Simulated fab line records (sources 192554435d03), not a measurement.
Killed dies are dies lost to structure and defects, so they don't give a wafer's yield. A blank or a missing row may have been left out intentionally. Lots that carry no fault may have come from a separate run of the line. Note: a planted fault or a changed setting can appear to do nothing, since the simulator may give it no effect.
Split-lot study ; flow n5 finfet ; on a route of 1938 steps: 7 lots, 39 wafers read

== THE SPLIT ==
At N5_BEOL_M11_TRENCH_ETCH_37 (etches SiCOH lowk in C4F6/O2, target depth 148.83 nm, time 48 s), the setting target depth a was moved away from the recipe's 1488.3 angstrom on 12 of the 39 wafers read, by -33.6% to +54.1%. For the rest of the wafers, this setting stayed at what the recipe calls for.

== FROM THE SPLIT TO THE READING: what the file shows between them, 8 steps ==
- N5_BEOL_M11_ETCH_41: etches SiCN in CH3F/O2, target depth 42.6 nm, time 86 s
- N5_BEOL_M11_STRIP_77: strips in N2/H2, time 10 s
- N5_BEOL_M11_OCD_MEAS_38
- N5_BEOL_M11_HM_STRIP_39: strips TiN in peroxide tin strip, target depth 25 nm, time 158 s
- N5_BEOL_M11_SRD_40: time 30 s
- N5_BEOL_M11_ECD_50: material Cu, target thk 318 nm
- N5_BEOL_M11_ANNEAL_51: time 90 s
- N5_BEOL_M11_CMP_52: polishes, stops on SiCOH lowk, t overpolish 7 s, target thk 140 nm

== THE READING ==
M11_THK, in nm, at N5_BEOL_M11_THK_MEAS_53 (measures by xrf). A value of 140.1 nm with a standard deviation of 2.5 nm is what fault-free wafers of this fab line usually give.

wafer;tool, chamber at the split;target depth a as run, angstrom;against the recipe;M11_THK, nm;against lot-mates on the recipe
L074.1;rie diel-06, 1;1488.3;recipe;143.7;-
L074.2;rie diel-06, 2;1488.3;recipe;138.9;-
L074.3;rie diel-06, 0;1488.3;recipe;141.3;-
L074.4;rie diel-06, 2;1488.3;recipe;138.2;-
L074.5;rie diel-06, 1;1488.3;recipe;140.6;-
L074.6;rie diel-06, 0;1488.3;recipe;139.6;-
L079.1;rie diel-02, 1;1488.3;recipe;139.0;-
L079.2;rie diel-02, 0;1488.3;recipe;141.1;-
L079.3;rie diel-02, 2;1488.3;recipe;140.7;-
L079.4;rie diel-02, 3;1488.3;recipe;139.1;-
L079.5;rie diel-02, 2;1488.3;recipe;137.5;-
L079.6;rie diel-02, 3;1488.3;recipe;141.1;-
L081.1;rie diel-06, 2;1488.3;recipe;137.2;-
L081.2;rie diel-06, 3;1488.3;recipe;136.4;-
L081.3;rie diel-06, 1;1488.3;recipe;136.8;-
L081.4;rie diel-06, 0;2058;+38.3%;194.1;+57.3
L081.5;rie diel-06, 2;2058;+38.3%;191.5;+54.7
L081.6;rie diel-06, 1;2058;+38.3%;192.4;+55.6
L082.1;rie diel-06, 3;988.2;-33.6%;87.8;-51.0
L082.2;rie diel-06, 1;1488.3;recipe;140.1;-
L082.3;rie diel-06, 0;1488.3;recipe;140.4;-
L082.4;rie diel-06, 1;988.2;-33.6%;89.9;-48.9
L082.5;rie diel-06, 3;1488.3;recipe;136.0;-
L082.6;rie diel-06, 0;988.2;-33.6%;89.6;-49.2
L083.2;rie diel-06, 3;1488.3;recipe;136.3;-
L083.3;rie diel-06, 0;1488.3;recipe;141.3;-
L083.4;rie diel-06, 3;1488.3;recipe;134.8;-
L093.1;rie diel-05, 0;2293;+54.1%;227.5;+84.0
L093.2;rie diel-05, 3;1488.3;recipe;145.2;-
L093.3;rie diel-05, 1;2293;+54.1%;221.3;+77.8
L093.4;rie diel-05, 2;2293;+54.1%;224.5;+81.0
L093.5;rie diel-05, 1;1488.3;recipe;140.3;-
L093.6;rie diel-05, 0;1488.3;recipe;145.1;-
L095.1;rie diel-06, 3;1899;+27.6%;186.7;+45.3
L095.2;rie diel-06, 1;1899;+27.6%;182.7;+41.3
L095.3;rie diel-06, 0;1899;+27.6%;182.6;+41.2
L095.4;rie diel-06, 2;1488.3;recipe;140.5;-
L095.5;rie diel-06, 2;1488.3;recipe;141.5;-
L095.6;rie diel-06, 3;1488.3;recipe;142.2;-

THE FIT
A straight line over all 39 wafers: M11_THK changes by +1.52 nm for each +1% of target depth a; r = +1.00; the points scatter about the line by 3 nm.
The same after taking each lot's own level away (the mean of its wafers on the recipe; 39 wafers): +1.49 nm for each +1%; r = +1.00; scatter 1.9 nm.
According to that fit, moving target depth a by its largest amount changes the reading by 81 nm.
The span of the lots' own levels, 136.80 to 143.53 nm, comes to 2.7 times the standard deviation stated above.
Consequently the slope shifts little with the lot-to-lot level, the two slopes agreeing.
Check: for one of the wafers moved furthest among these (+54.1%), held out of the fit, the line's prediction against its lot-mates is +80 nm. It came out at +84 nm against them.

== ADDITIONAL SPLITS CARRIED BY THESE WAFERS ==
Before the reading, these wafers also passed through other splits. Each is held against what the fit with the lots' levels taken away leaves over:
other split on the same wafers;wafers away from the commonest value;r with M11_THK (lot level and that fit taken away)
N5_BEOL_M7_DESCUM_33 time s;12;+0.06

== THE WHOLE CHAIN: every reading that the file lists as answering this split, in the file's order ==
step;what it does;reading;change (the file's fit);r (the file's)
N5_BEOL_M11_TRENCH_ETCH_37;etches SiCOH lowk in C4F6/O2, target depth 148.83 nm, time 48 s;BEOL_M11.feature depth nm (the simulator's own value, which no gauge read);+1.48 nm for each +1% of the setting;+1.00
N5_BEOL_M11_TRENCH_ETCH_37;etches SiCOH lowk in C4F6/O2, target depth 148.83 nm, time 48 s;etch.depth nm (the simulator's own value, which no gauge read);+1.48 nm for each +1% of the setting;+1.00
N5_BEOL_M11_TRENCH_ETCH_37;etches SiCOH lowk in C4F6/O2, target depth 148.83 nm, time 48 s;TiN_of_BEOL_M11_HM_DEP_02.thk nm (the simulator's own value, which no gauge read);-0.0408 nm for each +1% of the setting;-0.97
N5_BEOL_M11_OCD_MEAS_38;;trench depth nm;+1.48 nm for each +1% of the setting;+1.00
N5_BEOL_M11_CMP_52;polishes, stops on SiCOH lowk, t overpolish 7 s, target thk 140 nm;Cu_of_BEOL_M11_ECD_50.thk nm (the simulator's own value, which no gauge read);+1.49 nm for each +1% of the setting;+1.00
N5_BEOL_M11_THK_MEAS_53;measures by xrf;M11_THK;+1.49 for each +1% of the setting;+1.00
N5_BEOL_M11_RS_MEAS_57;measures by four-point-probe;M11_RS;not straight: 0.2507 at the lowest setting, 0.1508 at the recipe, 0.0913 at the highest;not given

== THE FILE'S OWN FIT ==
M11_THK changes by +1.49 nm for each +1% of target depth a, r = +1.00.
